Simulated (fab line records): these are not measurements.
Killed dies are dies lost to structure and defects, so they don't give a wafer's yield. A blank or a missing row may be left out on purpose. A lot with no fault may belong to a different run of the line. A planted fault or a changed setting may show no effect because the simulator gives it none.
Problem report, 8D (eight disciplines) form, completed by code -- flow n5_finfet -- the parts of the form that need people (team, actions taken, sign-off) are left out

1. THE PROBLEM
Wafers without a fault read 153.3 s, standard deviation 0.33; run_length_s at N5_BEOL_M2_ETCH_70 reads a mean of 169.1 s on 2 wafers belonging to 2 lots. Measured from the usual mean, that is +48 standard deviations.
The step: etches SOC in N2/H2, target depth 80 nm, overetch 24 nm, time 130 s.
Seen first at day 10 11:35 on rie_diel-02, wafer L569.1. The record has a number at this step for 28 wafers belonging to 10 lots. Rule for "out", or "out of limits": more than 4 standard deviations from the usual mean. The other wafers with a number count as sound.

2. WHAT IT IS, WHAT IT ISN'T
question,is,is not
which readings at this step,run_length_s,"drypump_motor_current_A, n2_flow_sccm, oes_product_au, temp_c"
which lots,"L569, L574","L559, L560, L561, L562, L563, L567, L581, L582"
which wafers of those lots,"L569.1, L574.1","L569.5, L569.6, L574.6"
read on which tools,rie_diel-02,"rie_diel-05, rie_diel-06"
when,from day 10 11:35,"up to then (19 sound wafers); but 7 sound wafers of L574, L581, L582 came after"

3. THE SUSPECTS, EACH WITH WHAT RULES IT OUT
Counting: if a tool at a process step up to the reading ran every lot that is out, it stays a suspect. Sound lots after the first of them don't rule it out here, since some wafers of a struck lot are sound.
- rie_diel-02 at N5_BEOL_M2_ETCH_70 (etches SOC in N2/H2, target depth 80 nm, overetch 24 nm, time 130 s): kept. It ran every lot that is out, first L569 (day 10 11:35); its last sound lot up to then is L567 (day 9 09:40). On those wafers its own readings are out: run_length_s.
Remaining after the count: rie_diel-02 at N5_BEOL_M2_ETCH_70.

4. THE CAUSE (what the simulator had put in)
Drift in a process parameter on rie_diel-02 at N5_BEOL_M2_ETCH_70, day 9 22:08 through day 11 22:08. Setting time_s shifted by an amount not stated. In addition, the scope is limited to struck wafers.
The count eliminated every tool but this one.

5. THE CHAIN OF EFFECTS, in route order
Each row: a reading whose mean over the struck wafers that have a number lies more than 3 standard deviations from the usual. Scope: only readings with a usual standard deviation given in the record; hours: median across lots of the time from each lot's start at the first step in this table that gives one to its start at this step; sigmas: change in usual standard deviations.
hours,step,reading,usual,on struck wafers,change,sigmas
0,N5_BEOL_M2_ETCH_70,run_length_s,153.3 s,169.1,+15.8,+48
The process steps in it:
- N5_BEOL_M2_ETCH_70: etches SOC in N2/H2, target depth 80 nm, overetch 24 nm, time 130 s.
Later steps that measure or inspect, where all struck wafers having a row at the step show a number for every such reading and not one has moved that far: N5_BEOL_M4_RC_MEAS_101.

6. WHAT WOULD HAVE CAUGHT IT SOONER
First out-of-limits reading in this record: day 10 11:35, which is 13 hours after fault onset at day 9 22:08.
